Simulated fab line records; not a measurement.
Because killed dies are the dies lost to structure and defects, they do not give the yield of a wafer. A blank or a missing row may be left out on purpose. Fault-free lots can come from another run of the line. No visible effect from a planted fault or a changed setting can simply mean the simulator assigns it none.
Which tool was responsible? || flow n5_finfet || 27 wafers from 9 lots sampled at 5 of the route's 1938 steps

== WHAT EACH GAUGE READ, for each wafer ==
The record lacks any reading of a measuring or inspecting step that a usual standard deviation could be used to judge.

== TOOL THAT RAN EACH LOT (tool first, then ch and the chambers of the sampled wafers, then the start) ==
{"lot": "L199", "N5_BEOL_M9_ETCH_65": "rie_diel-02 ch 1,2,3, day 12 03:59", "N5_BEOL_M9_VIA_ETCH_34": "rie_diel-02 ch 1,2,3, day 12 04:07", "N5_BEOL_M10_PECVD_70": "pecvd-03 ch 0,1, day 12 09:34", "N5_BEOL_M10_DESCUM_16": "rie_diel-04 ch 0,2,3, day 12 10:13", "N5_BEOL_M10_CMP_52": "cmp-01 ch 1,3, day 12 15:13"}
{"lot": "L201", "N5_BEOL_M9_ETCH_65": "rie_diel-06 ch 0,2,3, day 13 02:11", "N5_BEOL_M9_VIA_ETCH_34": "rie_diel-06 ch 0,2,3, day 13 02:19", "N5_BEOL_M10_PECVD_70": "pecvd-03 ch 1,2, day 13 06:14", "N5_BEOL_M10_DESCUM_16": "rie_diel-04 ch 0,2,3, day 13 07:36", "N5_BEOL_M10_CMP_52": "cmp-01 ch 0,1,3, day 13 16:23"}
{"lot": "L207", "N5_BEOL_M9_ETCH_65": "rie_diel-06 ch 0,1,3, day 14 04:58", "N5_BEOL_M9_VIA_ETCH_34": "rie_diel-06 ch 1,3, day 14 05:05", "N5_BEOL_M10_PECVD_70": "pecvd-03 ch 0,1, day 14 09:28", "N5_BEOL_M10_DESCUM_16": "rie_diel-03 ch 0,1, day 14 10:54", "N5_BEOL_M10_CMP_52": "cmp-04 ch 0,2, day 14 16:09"}
{"lot": "L212", "N5_BEOL_M9_ETCH_65": "rie_diel-05 ch 1,2,3, day 16 00:56", "N5_BEOL_M9_VIA_ETCH_34": "rie_diel-05 ch 1,2,3, day 16 01:04", "N5_BEOL_M10_PECVD_70": "pecvd-01 ch 0,1, day 16 05:10", "N5_BEOL_M10_DESCUM_16": "rie_diel-04 ch 0,1,3, day 16 06:14", "N5_BEOL_M10_CMP_52": "cmp-04 ch 0,2,3, day 16 11:12"}
{"lot": "L215", "N5_BEOL_M9_ETCH_65": "rie_diel-05 ch 0,1, day 16 17:47", "N5_BEOL_M9_VIA_ETCH_34": "rie_diel-05 ch 0,1, day 16 17:55", "N5_BEOL_M10_PECVD_70": "pecvd-01 ch 1,2, day 16 21:21", "N5_BEOL_M10_DESCUM_16": "rie_diel-04 ch 2,3, day 16 23:46", "N5_BEOL_M10_CMP_52": "cmp-04 ch 1,3, day 17 05:38"}
{"lot": "L216", "N5_BEOL_M9_ETCH_65": "rie_diel-02 ch 0,1, day 17 06:21", "N5_BEOL_M9_VIA_ETCH_34": "rie_diel-02 ch 0,1, day 17 06:29", "N5_BEOL_M10_PECVD_70": "pecvd-03 ch 0,2, day 17 10:33", "N5_BEOL_M10_DESCUM_16": "rie_diel-04 ch 1,2,3, day 17 11:31", "N5_BEOL_M10_CMP_52": "cmp-04 ch 1,3, day 17 15:23"}
{"lot": "L217", "N5_BEOL_M9_ETCH_65": "rie_diel-05 ch 1,3, day 17 10:40", "N5_BEOL_M9_VIA_ETCH_34": "rie_diel-05 ch 1,3, day 17 10:47", "N5_BEOL_M10_PECVD_70": "pecvd-03 ch 0,1, day 17 14:45", "N5_BEOL_M10_DESCUM_16": "rie_diel-04 ch 0,1,3, day 17 16:57", "N5_BEOL_M10_CMP_52": "cmp-01 ch 2,3, day 17 21:54"}
{"lot": "L219", "N5_BEOL_M9_ETCH_65": "rie_diel-06 ch 1,2,3, day 17 12:22", "N5_BEOL_M9_VIA_ETCH_34": "rie_diel-06 ch 1,2,3, day 17 12:30", "N5_BEOL_M10_PECVD_70": "pecvd-01 ch 0,2, day 17 16:35", "N5_BEOL_M10_DESCUM_16": "rie_diel-03 ch 0,1,3, day 17 17:55", "N5_BEOL_M10_CMP_52": "cmp-02 ch 0,1, day 17 22:25"}
{"lot": "L220", "N5_BEOL_M9_ETCH_65": "rie_diel-06 ch 0,2,3, day 17 17:09", "N5_BEOL_M9_VIA_ETCH_34": "rie_diel-06 ch 0,2,3, day 17 17:17", "N5_BEOL_M10_PECVD_70": "pecvd-02 ch 0,2, day 17 21:28", "N5_BEOL_M10_DESCUM_16": "rie_diel-03 ch 1,3, day 18 00:31", "N5_BEOL_M10_CMP_52": "cmp-01 ch 0,2,3, day 18 05:26"}
- N5_BEOL_M9_ETCH_65: etches SiARC in CF4, target depth 15.6 nm, time 26 s.
- N5_BEOL_M9_VIA_ETCH_34: etches SiCOH lowk in C4F6/O2, target depth 182.4 nm, time 68.4 s.
- N5_BEOL_M10_PECVD_70: deposits SiO2 from TEOS/O2, target thk 20 nm, time 22.7 s.
- N5_BEOL_M10_DESCUM_16: chemistry O2, time 7.9 s.
- N5_BEOL_M10_CMP_52: polishes, stops on SiCOH lowk, t overpolish 7 s, target thk 140 nm.

== AS READ BY THE TOOLS THEMSELVES (means over the sampled wafers that have a number; for cases with no such wafer, the mark the record gives instead) ==
N5_BEOL_M9_ETCH_65. Usual: drypump_motor_current_A 5.8 A, standard deviation 0.46; etch_rf_on_time_s 25.9 s, standard deviation 0.49; mfc_ar_sccm 99.95 sccm, standard deviation 0.3; oes_product_au 0.69 a.u., standard deviation 0.077; rf_vpp_V 184.0 V, standard deviation 1.3; showerhead_plenum_p_Torr 2.13 Torr, standard deviation 0.084; throttle_valve_pct 15.7 %, standard deviation 0.33.
{"lot": "L199", "tool": "rie_diel-02", "drypump_motor_current_A (A)": 5.7, "etch_rf_on_time_s (s)": 25.6, "mfc_ar_sccm (sccm)": 99.94, "oes_product_au (a.u.)": 0.71, "rf_vpp_V (V)": 183.3, "showerhead_plenum_p_Torr (Torr)": 2.16, "throttle_valve_pct (%)": 15.6, "flag": ""}
{"lot": "L201", "tool": "rie_diel-06", "drypump_motor_current_A (A)": 5.8, "etch_rf_on_time_s (s)": 26.5, "mfc_ar_sccm (sccm)": 100.07, "oes_product_au (a.u.)": 0.65, "rf_vpp_V (V)": 183.3, "showerhead_plenum_p_Torr (Torr)": 2.06, "throttle_valve_pct (%)": 15.9, "flag": ""}
{"lot": "L207", "tool": "rie_diel-06", "drypump_motor_current_A (A)": 5.9, "etch_rf_on_time_s (s)": 26.1, "mfc_ar_sccm (sccm)": 99.76, "oes_product_au (a.u.)": 0.61, "rf_vpp_V (V)": 182.4, "showerhead_plenum_p_Torr (Torr)": 2.04, "throttle_valve_pct (%)": 16.0, "flag": ""}
{"lot": "L212", "tool": "rie_diel-05", "drypump_motor_current_A (A)": 5.6, "etch_rf_on_time_s (s)": 25.7, "mfc_ar_sccm (sccm)": 99.70, "oes_product_au (a.u.)": 0.75, "rf_vpp_V (V)": 184.3, "showerhead_plenum_p_Torr (Torr)": 2.16, "throttle_valve_pct (%)": 15.5, "flag": ""}
{"lot": "L215", "tool": "rie_diel-05", "drypump_motor_current_A (A)": 5.7, "etch_rf_on_time_s (s)": 26.5, "mfc_ar_sccm (sccm)": 99.89, "oes_product_au (a.u.)": 0.76, "rf_vpp_V (V)": 184.2, "showerhead_plenum_p_Torr (Torr)": 2.15, "throttle_valve_pct (%)": 15.4, "flag": ""}
{"lot": "L216", "tool": "rie_diel-02", "drypump_motor_current_A (A)": 6.4, "etch_rf_on_time_s (s)": 25.8, "mfc_ar_sccm (sccm)": 99.67, "oes_product_au (a.u.)": 0.70, "rf_vpp_V (V)": 185.2, "showerhead_plenum_p_Torr (Torr)": 2.22, "throttle_valve_pct (%)": 15.4, "flag": ""}
{"lot": "L217", "tool": "rie_diel-05", "drypump_motor_current_A (A)": 5.3, "etch_rf_on_time_s (s)": 26.0, "mfc_ar_sccm (sccm)": 99.96, "oes_product_au (a.u.)": 0.79, "rf_vpp_V (V)": 183.6, "showerhead_plenum_p_Torr (Torr)": 2.12, "throttle_valve_pct (%)": 15.1, "flag": ""}
{"lot": "L219", "tool": "rie_diel-06", "drypump_motor_current_A (A)": 6.2, "etch_rf_on_time_s (s)": 25.9, "mfc_ar_sccm (sccm)": 99.82, "oes_product_au (a.u.)": 0.71, "rf_vpp_V (V)": 184.1, "showerhead_plenum_p_Torr (Torr)": 2.18, "throttle_valve_pct (%)": 15.8, "flag": ""}
{"lot": "L220", "tool": "rie_diel-06", "drypump_motor_current_A (A)": 5.8, "etch_rf_on_time_s (s)": 26.1, "mfc_ar_sccm (sccm)": 100.04, "oes_product_au (a.u.)": 0.71, "rf_vpp_V (V)": 184.4, "showerhead_plenum_p_Torr (Torr)": 2.14, "throttle_valve_pct (%)": 15.8, "flag": ""}

N5_BEOL_M9_VIA_ETCH_34. Usual: drypump_motor_current_A 5.8 A, standard deviation 0.46; mfc_ar_sccm 300.0 sccm, standard deviation 0.85; oes_product_au 0.81 a.u., standard deviation 0.093; rf_vpp_V 671 V, standard deviation 12; showerhead_plenum_p_Torr 2.84 Torr, standard deviation 0.11; throttle_valve_pct 21.0 %, standard deviation 0.31.
{"lot": "L199", "tool": "rie_diel-02", "drypump_motor_current_A (A)": 5.7, "mfc_ar_sccm (sccm)": 300.2, "oes_product_au (a.u.)": 0.84, "rf_vpp_V (V)": 679, "showerhead_plenum_p_Torr (Torr)": 2.87, "throttle_valve_pct (%)": 21.0, "flag": ""}
{"lot": "L201", "tool": "rie_diel-06", "drypump_motor_current_A (A)": 5.8, "mfc_ar_sccm (sccm)": 300.1, "oes_product_au (a.u.)": 0.76, "rf_vpp_V (V)": 674, "showerhead_plenum_p_Torr (Torr)": 2.73, "throttle_valve_pct (%)": 21.1, "flag": ""}
{"lot": "L207", "tool": "rie_diel-06", "drypump_motor_current_A (A)": 6.3, "mfc_ar_sccm (sccm)": 299.9, "oes_product_au (a.u.)": 0.71, "rf_vpp_V (V)": 669, "showerhead_plenum_p_Torr (Torr)": 2.78, "throttle_valve_pct (%)": 21.3, "flag": ""}
{"lot": "L212", "tool": "rie_diel-05", "drypump_motor_current_A (A)": 5.6, "mfc_ar_sccm (sccm)": 300.2, "oes_product_au (a.u.)": 0.87, "rf_vpp_V (V)": 665, "showerhead_plenum_p_Torr (Torr)": 2.88, "throttle_valve_pct (%)": 20.8, "flag": ""}
{"lot": "L215", "tool": "rie_diel-05", "drypump_motor_current_A (A)": 5.7, "mfc_ar_sccm (sccm)": 299.7, "oes_product_au (a.u.)": 0.88, "rf_vpp_V (V)": 667, "showerhead_plenum_p_Torr (Torr)": 2.87, "throttle_valve_pct (%)": 20.8, "flag": ""}
{"lot": "L216", "tool": "rie_diel-02", "drypump_motor_current_A (A)": 6.4, "mfc_ar_sccm (sccm)": 300.4, "oes_product_au (a.u.)": 0.82, "rf_vpp_V (V)": 678, "showerhead_plenum_p_Torr (Torr)": 2.95, "throttle_valve_pct (%)": 20.7, "flag": ""}
{"lot": "L217", "tool": "rie_diel-05", "drypump_motor_current_A (A)": 5.3, "mfc_ar_sccm (sccm)": 299.5, "oes_product_au (a.u.)": 0.92, "rf_vpp_V (V)": 670, "showerhead_plenum_p_Torr (Torr)": 2.83, "throttle_valve_pct (%)": 20.4, "flag": ""}
{"lot": "L219", "tool": "rie_diel-06", "drypump_motor_current_A (A)": 6.2, "mfc_ar_sccm (sccm)": 299.7, "oes_product_au (a.u.)": 0.83, "rf_vpp_V (V)": 678, "showerhead_plenum_p_Torr (Torr)": 2.90, "throttle_valve_pct (%)": 21.1, "flag": ""}
{"lot": "L220", "tool": "rie_diel-06", "drypump_motor_current_A (A)": 5.8, "mfc_ar_sccm (sccm)": 300.6, "oes_product_au (a.u.)": 0.83, "rf_vpp_V (V)": 677, "showerhead_plenum_p_Torr (Torr)": 2.84, "throttle_valve_pct (%)": 21.1, "flag": ""}

N5_BEOL_M10_PECVD_70. Usual: heater_power_w 702 W, standard deviation 90; showerhead_plenum_p_Torr 8.81 Torr, standard deviation 0.074; susceptor_temp_C 400.01 C, standard deviation 0.23; throttle_valve_pct 22.4 %, standard deviation 1.3.
{"lot": "L199", "tool": "pecvd-03", "heater_power_w (W)": 736, "showerhead_plenum_p_Torr (Torr)": 8.75, "susceptor_temp_C (C)": 400.23, "throttle_valve_pct (%)": 22.8, "flag": ""}
{"lot": "L201", "tool": "pecvd-03", "heater_power_w (W)": 605, "showerhead_plenum_p_Torr (Torr)": 8.79, "susceptor_temp_C (C)": 386.27, "throttle_valve_pct (%)": 22.4, "flag": "OFF"}
{"lot": "L207", "tool": "pecvd-03", "heater_power_w (W)": 642, "showerhead_plenum_p_Torr (Torr)": 8.74, "susceptor_temp_C (C)": 386.29, "throttle_valve_pct (%)": 23.2, "flag": "OFF"}
{"lot": "L212", "tool": "pecvd-01", "heater_power_w (W)": 669, "showerhead_plenum_p_Torr (Torr)": 8.92, "susceptor_temp_C (C)": 400.00, "throttle_valve_pct (%)": 23.6, "flag": ""}
{"lot": "L215", "tool": "pecvd-01", "heater_power_w (W)": 706, "showerhead_plenum_p_Torr (Torr)": 8.90, "susceptor_temp_C (C)": 400.01, "throttle_valve_pct (%)": 22.0, "flag": ""}
{"lot": "L216", "tool": "pecvd-03", "heater_power_w (W)": 704, "showerhead_plenum_p_Torr (Torr)": 8.83, "susceptor_temp_C (C)": 399.98, "throttle_valve_pct (%)": 21.4, "flag": ""}
{"lot": "L217", "tool": "pecvd-03", "heater_power_w (W)": 800, "showerhead_plenum_p_Torr (Torr)": 8.75, "susceptor_temp_C (C)": 399.81, "throttle_valve_pct (%)": 23.1, "flag": ""}
{"lot": "L219", "tool": "pecvd-01", "heater_power_w (W)": 710, "showerhead_plenum_p_Torr (Torr)": 8.82, "susceptor_temp_C (C)": 400.26, "throttle_valve_pct (%)": 21.5, "flag": ""}
{"lot": "L220", "tool": "pecvd-02", "heater_power_w (W)": 739, "showerhead_plenum_p_Torr (Torr)": 8.81, "susceptor_temp_C (C)": 399.80, "throttle_valve_pct (%)": 23.1, "flag": ""}

N5_BEOL_M10_DESCUM_16. Usual: bias_power_w 20.01 W, standard deviation 0.06; drypump_motor_current_A 5.9 A, standard deviation 0.48; oes_product_au 0.81 a.u., standard deviation 0.094; rf_vpp_V 243.3 V, standard deviation 1.6; showerhead_plenum_p_Torr 2.11 Torr, standard deviation 0.085; throttle_valve_pct 20.4 %, standard deviation 0.36.
{"lot": "L199", "tool": "rie_diel-04", "bias_power_w (W)": 20.03, "drypump_motor_current_A (A)": 5.6, "oes_product_au (a.u.)": 0.78, "rf_vpp_V (V)": 242.4, "showerhead_plenum_p_Torr (Torr)": 2.11, "throttle_valve_pct (%)": 20.6, "flag": ""}
{"lot": "L201", "tool": "rie_diel-04", "bias_power_w (W)": 19.99, "drypump_motor_current_A (A)": 5.6, "oes_product_au (a.u.)": 0.77, "rf_vpp_V (V)": 242.9, "showerhead_plenum_p_Torr (Torr)": 2.11, "throttle_valve_pct (%)": 20.6, "flag": ""}
{"lot": "L207", "tool": "rie_diel-03", "bias_power_w (W)": 20.00, "drypump_motor_current_A (A)": 5.3, "oes_product_au (a.u.)": 0.89, "rf_vpp_V (V)": 244.4, "showerhead_plenum_p_Torr (Torr)": 2.17, "throttle_valve_pct (%)": 20.1, "flag": ""}
{"lot": "L212", "tool": "rie_diel-04", "bias_power_w (W)": 19.97, "drypump_motor_current_A (A)": 5.9, "oes_product_au (a.u.)": 0.79, "rf_vpp_V (V)": 244.0, "showerhead_plenum_p_Torr (Torr)": 2.14, "throttle_valve_pct (%)": 20.4, "flag": ""}
{"lot": "L215", "tool": "rie_diel-04", "bias_power_w (W)": 20.02, "drypump_motor_current_A (A)": 5.5, "oes_product_au (a.u.)": 0.92, "rf_vpp_V (V)": 245.0, "showerhead_plenum_p_Torr (Torr)": 2.24, "throttle_valve_pct (%)": 20.4, "flag": ""}
{"lot": "L216", "tool": "rie_diel-04", "bias_power_w (W)": 20.00, "drypump_motor_current_A (A)": 5.7, "oes_product_au (a.u.)": 0.86, "rf_vpp_V (V)": 245.5, "showerhead_plenum_p_Torr (Torr)": 2.19, "throttle_valve_pct (%)": 20.3, "flag": ""}
{"lot": "L217", "tool": "rie_diel-04", "bias_power_w (W)": 20.02, "drypump_motor_current_A (A)": 5.9, "oes_product_au (a.u.)": 0.77, "rf_vpp_V (V)": 244.6, "showerhead_plenum_p_Torr (Torr)": 2.14, "throttle_valve_pct (%)": 20.4, "flag": ""}
{"lot": "L219", "tool": "rie_diel-03", "bias_power_w (W)": 19.99, "drypump_motor_current_A (A)": 5.8, "oes_product_au (a.u.)": 0.87, "rf_vpp_V (V)": 244.1, "showerhead_plenum_p_Torr (Torr)": 2.16, "throttle_valve_pct (%)": 20.2, "flag": ""}
{"lot": "L220", "tool": "rie_diel-03", "bias_power_w (W)": 19.92, "drypump_motor_current_A (A)": 6.1, "oes_product_au (a.u.)": 0.87, "rf_vpp_V (V)": 242.7, "showerhead_plenum_p_Torr (Torr)": 2.13, "throttle_valve_pct (%)": 20.1, "flag": ""}

N5_BEOL_M10_CMP_52. Usual: barrier_field_endpoint_s 28.6 s, standard deviation 0.68; motor_current_A 6.3 A, standard deviation 0.48; slurry_flow_ml_min 150.0, standard deviation 0.47.
{"lot": "L199", "tool": "cmp-01", "barrier_field_endpoint_s (s)": 29.4, "motor_current_A (A)": 6.0, "slurry_flow_ml_min": 150.5, "flag": ""}
{"lot": "L201", "tool": "cmp-01", "barrier_field_endpoint_s (s)": 31.9, "motor_current_A (A)": 5.9, "slurry_flow_ml_min": 150.1, "flag": "OFF"}
{"lot": "L207", "tool": "cmp-04", "barrier_field_endpoint_s (s)": 31.0, "motor_current_A (A)": 6.3, "slurry_flow_ml_min": 149.5, "flag": "OFF"}
{"lot": "L212", "tool": "cmp-04", "barrier_field_endpoint_s (s)": 28.7, "motor_current_A (A)": 6.0, "slurry_flow_ml_min": 150.2, "flag": ""}
{"lot": "L215", "tool": "cmp-04", "barrier_field_endpoint_s (s)": 28.7, "motor_current_A (A)": 6.5, "slurry_flow_ml_min": 149.9, "flag": ""}
{"lot": "L216", "tool": "cmp-04", "barrier_field_endpoint_s (s)": 28.9, "motor_current_A (A)": 6.1, "slurry_flow_ml_min": 149.9, "flag": ""}
{"lot": "L217", "tool": "cmp-01", "barrier_field_endpoint_s (s)": 28.1, "motor_current_A (A)": 6.6, "slurry_flow_ml_min": 149.9, "flag": ""}
{"lot": "L219", "tool": "cmp-02", "barrier_field_endpoint_s (s)": 28.3, "motor_current_A (A)": 5.8, "slurry_flow_ml_min": 149.5, "flag": ""}
{"lot": "L220", "tool": "cmp-01", "barrier_field_endpoint_s (s)": 28.8, "motor_current_A (A)": 6.1, "slurry_flow_ml_min": 150.0, "flag": ""}

== THE ANSWER, worked out from the rows above alone ==
Rule: lot off if the mean of its wafers having a number is beyond 3 standard deviations from the usual mean. A lot without any number at a reading at which 4 lots or more have one is off too. All remaining lots with rows at the step are treated as sound. Order of review: gauges by route order, followed by the tools' own readings, for which a lot's mean as printed above is used. At the first step where some lot is off, the reading lying furthest off is the one used; lots without a number count as furthest.
Off at N5_BEOL_M10_PECVD_70 (susceptor_temp_C): L201, L207.
If a tool, at that step or one of the process steps before it, ran each lot that is off and ran no sound lot following the first of them, it fits. Of those tried, none fits.

== WHAT THE SIMULATOR HAD PUT IN ==
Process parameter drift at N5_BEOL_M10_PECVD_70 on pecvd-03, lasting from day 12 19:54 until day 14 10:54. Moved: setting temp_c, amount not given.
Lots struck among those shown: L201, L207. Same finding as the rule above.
